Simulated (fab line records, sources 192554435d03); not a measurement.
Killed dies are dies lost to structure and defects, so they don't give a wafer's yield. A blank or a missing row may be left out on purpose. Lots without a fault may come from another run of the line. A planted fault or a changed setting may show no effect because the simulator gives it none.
fab line records | flow n5_finfet | part 1 of 2: steps 1 to 21 of 26
record lots=5 wafers=15 last_day=18
route steps=1938 shown GATE_CUT@478
lots that met no fault: from a run of the same line without faults
start_h: hours from the record's first day to the start of the lot's first wafer shown | wait_h: hours since the lot's step before | " the same as in the row above | L1.1+2: a row that stands for several wafers | - no value, or no start given | * or withheld: withheld | < > ~ a bound
route shown NAME@n: a module of which the file shows steps, and the number in the route of the first | usual: mean/standard deviation of fault-free wafers | same: alike in all rows | chamber/n: place in a boat | sites: the reading at each site | _std_site: their standard deviation | _edge_site: outer sites' mean less inner sites' | radius_mm: how far each site lies from the wafer's centre | mask NAME#n: copy n | behind: the tool/chamber that last shaped the wafer | hold: why the lot was held/for how many hours/how that ended | device: the transistor (n, p or np) that didn't switch | end of line: the same wafers' tests at the end of the route | a step without rows: its recipe alone | killed: dies lost to structure and defects at the first sort, not the wafer's yield | map: a wafer's dies, x killed, . not, _ none there
set.NAME: the setting as run; set.NAME@STEP: as run at that earlier step | model.NAME: the simulator's own value behind a step, which no gauge read
lots at some steps of the route; a table a step, a row a wafer
services: from which hour (start_h, from the record's first day; less than 0 if before it) a tool's chamber was out of use, for how many hours, and why
## steps
# step N5_GATE_CUT_COAT_34
# recipe resist=SOC temp_c=250 time_s=60 spin_rpm=1500 resist_thk_nm=60
# same time_s=60
# columns lot.wafer tool chamber start_h wait_h
L074.2+4+5 litho_track-04 0 81.29 0.1
L082.2+4+6 litho_track-04 0 131.64 0.0
L090.2+4+6 litho_track-03 0 186.29 0.0
L095.1+3+5 litho_track-04 0 213.51 0.0
L096.2+3+4 litho_track-01 0 222.64 0.0
# step N5_GATE_CUT_COAT_35
# recipe resist=SiARC temp_c=220 time_s=60 spin_rpm=1500 resist_thk_nm=10
# same time_s=60
# columns lot.wafer tool chamber start_h wait_h
L074.2+4+5 litho_track-04 0 - -
L082.2+4+6 litho_track-04 0 - -
L090.2+4+6 litho_track-03 0 - -
L095.1+3+5 litho_track-04 0 - -
L096.2+3+4 litho_track-01 0 - -
# step N5_GATE_CUT_COAT_27
# recipe resist=underlayer temp_c=205 time_s=60 spin_rpm=1500 resist_thk_nm=10
# same time_s=60
# columns lot.wafer tool chamber start_h wait_h
L074.2+4+5 litho_track-04 0 - -
L082.2+4+6 litho_track-04 0 - -
L090.2+4+6 litho_track-03 0 - -
L095.1+3+5 litho_track-04 0 - -
L096.2+3+4 litho_track-01 0 - -
# step N5_GATE_CUT_COAT_07
# recipe resist=CAR-EUV spin_rpm=1500 resist_thk_nm=30
# columns lot.wafer tool chamber start_h wait_h
L074.2+4+5 litho_track-04 0 - -
L082.2+4+6 litho_track-04 0 - -
L090.2+4+6 litho_track-03 0 - -
L095.1+3+5 litho_track-04 0 - -
L096.2+3+4 litho_track-01 0 - -
# step N5_GATE_CUT_EBR_09
# recipe solvent=PGMEA ebr_width_mm=1.5
# columns lot.wafer tool chamber start_h wait_h
L074.2+4+5 litho_track-04 0 - -
L082.2+4+6 litho_track-04 0 - -
L090.2+4+6 litho_track-03 0 - -
L095.1+3+5 litho_track-04 0 - -
L096.2+3+4 litho_track-01 0 - -
# step N5_GATE_CUT_SOFTBAKE_08
# recipe temp_c=110 time_s=60 resist=CAR-EUV
# same time_s=60
# columns lot.wafer tool chamber start_h wait_h
L074.2+4+5 litho_track-04 0 - -
L082.2+4+6 litho_track-04 0 - -
L090.2+4+6 litho_track-03 0 - -
L095.1+3+5 litho_track-04 0 - -
L096.2+3+4 litho_track-01 0 - -
# step N5_GATE_CUT_EXPOSE_10
# recipe mask_id=GATE_CUT na=0.33 source_shape=annular sigma_inner=0.35 sigma_outer=0.8 polarization=unpolarized target_cd_nm=20 dose_mj=43.25
# usual exposure_dose_mJ_cm2=43.22/0.066
# columns lot.wafer tool chamber start_h wait_h mask exposure_dose_mJ_cm2
L074.2 euv_scanner-02 0 81.43 - GATE_CUT#0 43.34
L074.4 " 0 " " GATE_CUT#0 43.23
L074.5 " 0 " " GATE_CUT#0 43.20
L082.2 euv_scanner-01 0 131.78 - GATE_CUT#0 43.29
L082.4 " 0 " " GATE_CUT#0 43.13
L082.6 " 0 " " GATE_CUT#0 43.23
L090.2 euv_scanner-02 0 186.56 - GATE_CUT#0 43.28
L090.4 " 0 " " GATE_CUT#0 43.21
L090.6 " 0 " " GATE_CUT#0 43.29
L095.1 euv_scanner-02 0 213.77 - GATE_CUT#0 43.29
L095.3 " 0 " " GATE_CUT#0 43.28
L095.5 " 0 " " GATE_CUT#0 43.27
L096.2 euv_scanner-01 0 222.91 - GATE_CUT#0 43.26
L096.3 " 0 " " GATE_CUT#0 43.28
L096.4 " 0 " " GATE_CUT#0 43.29
# step N5_GATE_CUT_PEB_11
# recipe peb_temp_c=100 peb_time_s=60 resist=CAR-EUV
# columns lot.wafer tool chamber start_h wait_h
L074.2+4+5 litho_track-03 0 81.49 0.1
L082.2+4+6 litho_track-01 0 131.84 0.1
L090.2+4+6 litho_track-03 0 186.62 0.1
L095.1+3+5 litho_track-04 0 213.83 0.1
L096.2+3+4 litho_track-01 0 222.97 0.1
# step N5_GATE_CUT_DEVELOP_12
# recipe develop_time_s=30 developer=TMAH resist=CAR-EUV rinse_liquid=surfactant_rinse dry=air_spin dev_temp_c=23
# usual developer_temp_C=23.00/0.094
# columns lot.wafer tool chamber start_h wait_h developer_temp_C
L074.2 litho_track-03 0 - - 22.96
L074.4 " 0 " " 22.93
L074.5 " 0 " " 22.96
L082.2 litho_track-01 0 - - 23.09
L082.4 " 0 " " 22.99
L082.6 " 0 " " 22.95
L090.2 litho_track-03 0 - - 22.85
L090.4 " 0 " " 22.92
L090.6 " 0 " " 22.93
L095.1 litho_track-04 0 - - 22.92
L095.3 " 0 " " 22.99
L095.5 " 0 " " 23.16
L096.2 litho_track-01 0 - - 23.07
L096.3 " 0 " " 23.01
L096.4 " 0 " " 22.95
# step N5_GATE_CUT_CD_MEAS_13
# recipe target_cd_nm=20 landing_energy_ev=500 detector=se_inlens
# usual cd_nm=20.15/0.24
# columns lot.wafer tool chamber start_h wait_h cd_nm
L074.2 cd_sem-03 0 81.56 - 20.27
L074.4 " 0 " " 20.09
L074.5 " 0 " " 20.03
L082.2 cd_sem-01 0 131.91 - 19.82
L082.4 " 0 " " 19.88
L082.6 " 0 " " 19.91
L090.2 cd_sem-02 0 186.69 - 20.18
L090.4 " 0 " " 20.28
L090.6 " 0 " " 19.92
L095.1 cd_sem-01 0 213.90 - 20.08
L095.3 " 0 " " 20.07
L095.5 " 0 " " 20.52
L096.2 cd_sem-02 0 223.04 - 19.91
L096.3 " 0 " " 20.60
L096.4 " 0 " " 20.24
# step N5_GATE_CUT_OVL_MEAS_14
# recipe points_per_wafer=522
# usual GATE_CUT_OVL=-0.5/0.62
# columns lot.wafer tool chamber start_h wait_h GATE_CUT_OVL[nm]
L074.2 overlay-02 0 81.59 0.0 0.3
L074.4 " 0 " " -1.1
L074.5 " 0 " " 0.0
L082.2 overlay-01 0 131.95 0.0 -0.3
L082.4 " 0 " " 0.1
L082.6 " 0 " " 0.1
L090.2 overlay-01 0 186.73 0.0 -0.6
L090.4 " 0 " " -0.6
L090.6 " 0 " " 0.1
L095.1 overlay-01 0 213.93 0.0 -0.7
L095.3 " 0 " " -0.9
L095.5 " 0 " " -1.8
L096.2 overlay-01 0 223.07 0.0 -0.7
L096.3 " 0 " " -1.0
L096.4 " 0 " " -0.4
# step N5_GATE_CUT_INSPECT_15
# recipe mode=adi inspect_instrument=brightfield
# usual raw_defect_count=124/38
# columns lot.wafer tool chamber start_h wait_h raw_defect_count
L074.2 defect_inspect-02 - 81.65 0.0 82
L074.4 " - " " 84
L074.5 " - " " 80
L082.2 defect_inspect-01 - 132.00 0.0 104
L082.4 " - " " 85
L082.6 " - " " 110
L090.2 defect_inspect-02 - 186.78 0.0 162
L090.4 " - " " 99
L090.6 " - " " 90
L095.1 defect_inspect-02 - 214.00 0.1 47
L095.3 " - " " 104
L095.5 " - " " 131
L096.2 defect_inspect-01 - 223.12 0.0 138
L096.3 " - " " 118
L096.4 " - " " 114
# step N5_GATE_CUT_DESCUM_18
# recipe chemistry=O2 time_s=7 source_power_w=50 bias_power_w=20 pressure_mtorr=20 rf_frequency_hz=2.712e+07 temp_c=40 resist=CAR-EUV o2_flow_sccm=225
# usual drypump_motor_current_A=5.7/0.38 oes_product_au=0.81/0.091 rf_vpp_V=243.5/1.2 showerhead_plenum_p_Torr=2.12/0.051 throttle_valve_pct=20.42/0.13
# same time_s=7
# columns lot.wafer tool chamber start_h wait_h drypump_motor_current_A oes_product_au rf_hours_counter_h rf_vpp_V showerhead_plenum_p_Torr throttle_valve_pct
L074.2 rie_diel-04 1 81.68 0.0 5.4 0.66 264 241.9 2.04 20.42
L074.4 " 1 " " 5.3 0.66 - 242.2 2.04 20.42
L074.5 " 2 " " 6.4 0.92 - 243.5 2.14 20.43
L082.2 rie_diel-04 0 132.03 0.0 5.9 0.79 123 243.1 2.13 20.39
L082.4 " 2 " " 6.4 0.89 - 243.0 2.14 20.47
L082.6 " 0 " " 5.9 0.79 - 243.5 2.13 20.40
L090.2 rie_diel-04 1 187.17 0.4 5.3 0.93 12 243.1 2.03 20.10
L090.4 " 3 " " 5.7 0.86 39 243.5 2.11 20.36
L090.6 " 3 " " 5.7 0.87 - 242.2 2.11 20.36
L095.1 rie_diel-04 1 214.03 0.0 5.4 0.92 20 242.4 2.03 20.12
L095.3 " 3 " " 5.7 0.86 48 242.5 2.11 20.34
L095.5 " 1 " " 5.4 0.92 - 240.7 2.03 20.13
L096.2 rie_diel-05 1 223.37 0.3 5.6 0.75 166 242.4 2.11 20.53
L096.3 " 0 " " 6.2 0.72 183 243.2 2.16 20.62
L096.4 " 1 " " 5.6 0.74 - 243.6 2.11 20.54
# step N5_GATE_CUT_ETCH_28
# recipe chemistry=N2/H2 target=underlayer target_depth_a=130 mask_material=CAR-EUV time_s=10.4 ion_energy_ev=200 pressure_mtorr=30 source_w=840 bias_w=150 n2_flow_sccm=200 h2_flow_sccm=200 ends=cleared
# usual drypump_motor_current_A=5.7/0.38 etch_rf_on_time_s=10.43/0.27 oes_product_au=0.69/0.077 rf_vpp_V=524.6/2.1 showerhead_plenum_p_Torr=2.57/0.068 throttle_valve_pct=17.85/0.25
# columns lot.wafer tool chamber start_h wait_h drypump_motor_current_A etch_rf_on_time_s oes_product_au rf_hours_counter_h rf_vpp_V showerhead_plenum_p_Torr throttle_valve_pct
L074.2 rie_diel-04 1 81.71 0.0 5.3 10.76 0.56 264 523.4 2.50 18.09
L074.4 " 1 " " 5.3 10.59 0.57 - 523.6 2.50 18.09
L074.5 " 2 " " 6.4 10.25 0.80 - 525.8 2.61 17.99
L082.2 rie_diel-04 0 132.07 0.0 5.9 10.26 0.67 123 525.2 2.54 17.60
L082.4 " 2 " " 6.4 9.98 0.76 - 526.9 2.60 18.03
L082.6 " 0 " " 5.9 10.30 0.67 - 524.1 2.54 17.60
L090.2 rie_diel-04 1 187.20 0.0 5.3 10.25 0.81 12 521.3 2.49 17.71
L090.4 " 3 " " 5.7 10.53 0.74 39 525.2 2.61 18.00
L090.6 " 3 " " 5.7 10.61 0.74 - 526.1 2.61 18.01
L095.1 rie_diel-04 1 214.07 0.0 5.4 10.21 0.78 20 524.6 2.49 17.73
L095.3 " 3 " " 5.7 10.52 0.73 48 524.1 2.61 18.04
L095.5 " 1 " " 5.3 10.21 0.78 - 521.8 2.49 17.70
L096.2 rie_diel-05 1 223.41 0.0 5.6 10.10 0.64 166 522.7 2.52 17.74
L096.3 " 0 " " 6.2 10.59 0.62 183 526.2 2.64 18.21
L096.4 " 1 " " 5.6 10.23 0.64 - 522.4 2.52 17.73
# step N5_GATE_CUT_ETCH_36
# recipe chemistry=CF4 target=SiARC target_depth_a=130 mask_material=CAR-EUV time_s=21.7 ion_energy_ev=80 pressure_mtorr=40 source_w=545 bias_w=36 Ar_flow_sccm=100 cf4_flow_sccm=100 ends=cleared
# usual drypump_motor_current_A=5.7/0.38 etch_rf_on_time_s=21.8/0.48 oes_product_au=0.69/0.077 rf_vpp_V=184.3/1 showerhead_plenum_p_Torr=2.16/0.051 throttle_valve_pct=15.58/0.18
# columns lot.wafer tool chamber start_h wait_h drypump_motor_current_A etch_rf_on_time_s oes_product_au rf_hours_counter_h rf_vpp_V showerhead_plenum_p_Torr throttle_valve_pct
L074.2 rie_diel-04 1 81.73 0.0 5.4 22.2 0.57 264 184.6 2.10 15.76
L074.4 " 1 " " 5.4 22.2 0.57 - 185.7 2.10 15.76
L074.5 " 2 " " 6.4 21.3 0.80 - 185.1 2.20 15.59
L082.2 rie_diel-04 0 132.09 0.0 5.9 21.4 0.68 123 183.7 2.14 15.38
L082.4 " 2 " " 6.4 21.2 0.77 - 184.5 2.19 15.65
L082.6 " 0 " " 5.9 21.4 0.67 - 184.5 2.14 15.41
L090.2 rie_diel-04 1 187.22 0.0 5.3 21.3 0.80 12 181.9 2.09 15.28
L090.4 " 3 " " 5.7 22.1 0.74 39 184.1 2.19 15.68
L090.6 " 3 " " 5.7 22.0 0.74 - 184.0 2.19 15.68
L095.1 rie_diel-04 1 214.09 0.0 5.3 21.4 0.78 20 183.2 2.09 15.30
L095.3 " 3 " " 5.7 22.0 0.72 48 184.5 2.19 15.71
L095.5 " 1 " " 5.3 21.4 0.78 - 184.4 2.09 15.29
L096.2 rie_diel-05 1 223.43 0.0 5.6 21.2 0.64 166 182.0 2.14 15.57
L096.3 " 0 " " 6.2 21.9 0.62 183 185.0 2.21 15.89
L096.4 " 1 " " 5.6 21.2 0.64 - 185.4 2.14 15.59
# step N5_GATE_CUT_ETCH_37
# recipe chemistry=N2/H2 target=SOC target_depth_a=600 overetch_a=120 mask_material=SiARC temp_c=40 time_s=90 ion_energy_ev=200 pressure_mtorr=30 source_w=840 bias_w=150 n2_flow_sccm=200 h2_flow_sccm=200
# usual drypump_motor_current_A=5.7/0.38 oes_product_au=0.72/0.078 rf_vpp_V=524.7/1.9 showerhead_plenum_p_Torr=2.57/0.068 throttle_valve_pct=17.82/0.26
# same time_s=90
# columns lot.wafer tool chamber start_h wait_h drypump_motor_current_A oes_product_au rf_hours_counter_h rf_vpp_V showerhead_plenum_p_Torr throttle_valve_pct
L074.2 rie_diel-04 1 81.76 0.0 5.3 0.60 264 523.2 2.50 18.06
L074.4 " 1 " " 5.3 0.60 - 522.1 2.50 18.06
L074.5 " 2 " " 6.4 0.82 - 525.9 2.61 17.95
L082.2 rie_diel-04 0 132.11 0.0 5.9 0.70 123 525.3 2.54 17.56
L082.4 " 2 " " 6.4 0.80 - 527.0 2.60 18.01
L082.6 " 0 " " 5.9 0.70 - 522.9 2.54 17.57
L090.2 rie_diel-04 1 187.25 0.0 5.3 0.84 12 521.1 2.49 17.68
L090.4 " 3 " " 5.7 0.77 39 525.1 2.61 17.99
L090.6 " 3 " " 5.7 0.78 - 524.6 2.61 17.99
L095.1 rie_diel-04 1 214.11 0.0 5.4 0.81 20 521.9 2.49 17.71
L095.3 " 3 " " 5.7 0.76 48 525.0 2.61 18.00
L095.5 " 1 " " 5.3 0.81 - 523.3 2.49 17.70
L096.2 rie_diel-05 1 223.45 0.0 5.6 0.66 166 522.9 2.52 17.69
L096.3 " 0 " " 6.2 0.66 183 525.8 2.64 18.21
L096.4 " 1 " " 5.6 0.66 - 522.5 2.52 17.71
# step N5_GATE_CUT_STRIP_38
# recipe chemistry=N2/H2 temp_c=40 n2_flow_sccm=200 h2_flow_sccm=200 rf_frequency_hz=6e+07
# columns lot.wafer tool chamber start_h wait_h
L074.2+4+5 rie_diel-04 1,1,2 81.82 0.0
L082.2+4+6 rie_diel-04 0,2,0 132.18 0.0
L090.2+4+6 rie_diel-04 1,3,3 187.31 0.0
L095.1+3+5 rie_diel-04 1,3,1 214.18 0.0
L096.2+3+4 rie_diel-05 1,0,1 223.52 0.0
# step N5_GATE_CUT_STRIP_39
# recipe chemistry=N2/H2 temp_c=40 n2_flow_sccm=200 h2_flow_sccm=200 rf_frequency_hz=6e+07
# columns lot.wafer tool chamber start_h wait_h
L074.2+4+5 rie_diel-04 1,1,2 81.83 0.0
L082.2+4+6 rie_diel-04 0,2,0 132.19 0.0
L090.2+4+6 rie_diel-04 1,3,3 187.32 0.0
L095.1+3+5 rie_diel-04 1,3,1 214.19 0.0
L096.2+3+4 rie_diel-05 1,0,1 223.53 0.0
# step N5_GATE_CUT_HM_OPEN_40
# recipe chemistry=C4F6/O2 target=SiO2 mask_material=SiARC target_depth_a=1390 time_s=85.1 ion_energy_ev=250 pressure_mtorr=30 source_w=345 bias_w=185 Ar_flow_sccm=300 C4F6_flow_sccm=10 O2_flow_sccm=10 ends=cleared
# usual drypump_motor_current_A=5.7/0.38 etch_rf_on_time_s=93.5/2 oes_product_au=0.73/0.082 rf_vpp_V=668/7.6 showerhead_plenum_p_Torr=2.88/0.069 throttle_valve_pct=20.94/0.18
# columns lot.wafer tool chamber start_h wait_h drypump_motor_current_A etch_rf_on_time_s oes_product_au rf_hours_counter_h rf_vpp_V showerhead_plenum_p_Torr throttle_valve_pct
L074.2 rie_diel-04 1 81.84 0.0 5.4 94.3 0.61 264 670 2.79 20.99
L074.4 " 1 " " 5.4 95.6 0.60 - 671 2.79 20.98
L074.5 " 2 " " 6.4 92.5 0.84 - 674 2.91 20.99
L082.2 rie_diel-04 0 132.20 0.0 5.9 91.6 0.71 123 658 2.87 20.83
L082.4 " 2 " " 6.4 90.7 0.83 - 674 2.91 21.02
L082.6 " 0 " " 5.9 91.2 0.71 - 658 2.87 20.84
L090.2 rie_diel-04 1 187.33 0.0 5.3 90.0 0.84 12 668 2.78 20.66
L090.4 " 3 " " 5.7 94.6 0.77 39 683 2.91 21.07
L090.6 " 3 " " 5.7 93.4 0.78 - 682 2.91 21.07
L095.1 rie_diel-04 1 214.20 0.0 5.4 91.2 0.83 20 670 2.77 20.66
L095.3 " 3 " " 5.7 91.5 0.78 48 683 2.91 21.09
L095.5 " 1 " " 5.4 92.1 0.83 - 671 2.77 20.68
L096.2 rie_diel-05 1 223.54 0.0 5.6 92.1 0.67 166 662 2.86 20.99
L096.3 " 0 " " 6.2 93.6 0.66 183 671 2.95 21.26
L096.4 " 1 " " 5.6 91.8 0.67 - 662 2.86 20.97
# step N5_GATE_CUT_STRIP_41
# recipe chemistry=CF4 resist=SiARC power_w=300 bias_power_w=75 pressure_mtorr=50 cf4_flow_sccm=150 rf_frequency_hz=6e+07
# usual drypump_motor_current_A=5.7/0.38 oes_product_au=0.186/0.02 rf_vpp_V=271.4/1.2 showerhead_plenum_p_Torr=1.81/0.043 throttle_valve_pct=13.55/0.19
# columns lot.wafer tool chamber start_h wait_h drypump_motor_current_A oes_product_au rf_hours_counter_h rf_vpp_V showerhead_plenum_p_Torr throttle_valve_pct
L074.2 rie_diel-04 1 81.91 0.0 5.4 0.156 264 269.5 1.76 13.78
L074.4 " 1 " " 5.3 0.155 - 271.6 1.76 13.78
L074.5 " 2 " " 6.4 0.218 - 272.4 1.85 13.55
L082.2 rie_diel-04 0 132.26 0.0 5.9 0.181 123 271.7 1.78 13.33
L082.4 " 2 " " 6.4 0.199 - 272.4 1.84 13.57
L082.6 " 0 " " 5.9 0.183 - 269.0 1.78 13.35
L090.2 rie_diel-04 1 187.39 0.0 5.3 0.218 12 270.6 1.75 13.23
L090.4 " 3 " " 5.7 0.203 39 272.3 1.84 13.61
L090.6 " 3 " " 5.7 0.197 - 271.2 1.84 13.63
L095.1 rie_diel-04 1 214.26 0.0 5.4 0.213 20 269.3 1.75 13.24
L095.3 " 3 " " 5.7 0.192 48 270.0 1.84 13.64
L095.5 " 1 " " 5.3 0.208 - 270.6 1.75 13.23
L096.2 rie_diel-05 1 223.60 0.0 5.6 0.168 166 270.3 1.79 13.56
L096.3 " 0 " " 6.2 0.165 183 271.3 1.84 13.86
L096.4 " 1 " " 5.6 0.169 - 271.1 1.79 13.55
# step N5_GATE_CUT_STRIP_42
# recipe chemistry=O2 power_w=400 temp_c=40 pressure_mtorr=30 rf_frequency_hz=6e+07 bias_power_w=0 overash_fraction=0.3 o2_flow_sccm=225
# usual drypump_motor_current_A=5.7/0.38 oes_product_au=0.81/0.091 rf_vpp_V=3.6/0.5 showerhead_plenum_p_Torr=2.12/0.051 throttle_valve_pct=16.66/0.14
# columns lot.wafer tool chamber start_h wait_h drypump_motor_current_A oes_product_au rf_hours_counter_h rf_vpp_V showerhead_plenum_p_Torr throttle_valve_pct
L074.2 rie_diel-04 1 81.93 0.0 5.4 0.67 264 4.2 2.05 16.75
L074.4 " 1 " " 5.4 0.66 - 4.0 2.04 16.76
L074.5 " 2 " " 6.4 0.91 - 3.5 2.15 16.63
L082.2 rie_diel-04 0 132.28 0.0 5.9 0.78 123 4.3 2.13 16.62
L082.4 " 2 " " 6.4 0.90 - 3.6 2.14 16.65
L082.6 " 0 " " 5.9 0.79 - 3.7 2.13 16.63
L090.2 rie_diel-04 1 187.41 0.0 5.3 0.95 12 3.3 2.04 16.33
L090.4 " 3 " " 5.7 0.88 39 3.2 2.11 16.57
L090.6 " 3 " " 5.7 0.88 - 4.1 2.11 16.59
L095.1 rie_diel-04 1 214.28 0.0 5.3 0.93 20 4.0 2.03 16.33
L095.3 " 3 " " 5.7 0.87 48 2.9 2.11 16.59
L095.5 " 1 " " 5.4 0.93 - 4.5 2.04 16.34
L096.2 rie_diel-05 1 223.62 0.0 5.6 0.74 166 3.8 2.11 16.74
L096.3 " 0 " " 6.2 0.73 183 3.4 2.16 16.92
L096.4 " 1 " " 5.6 0.74 - 3.6 2.11 16.73
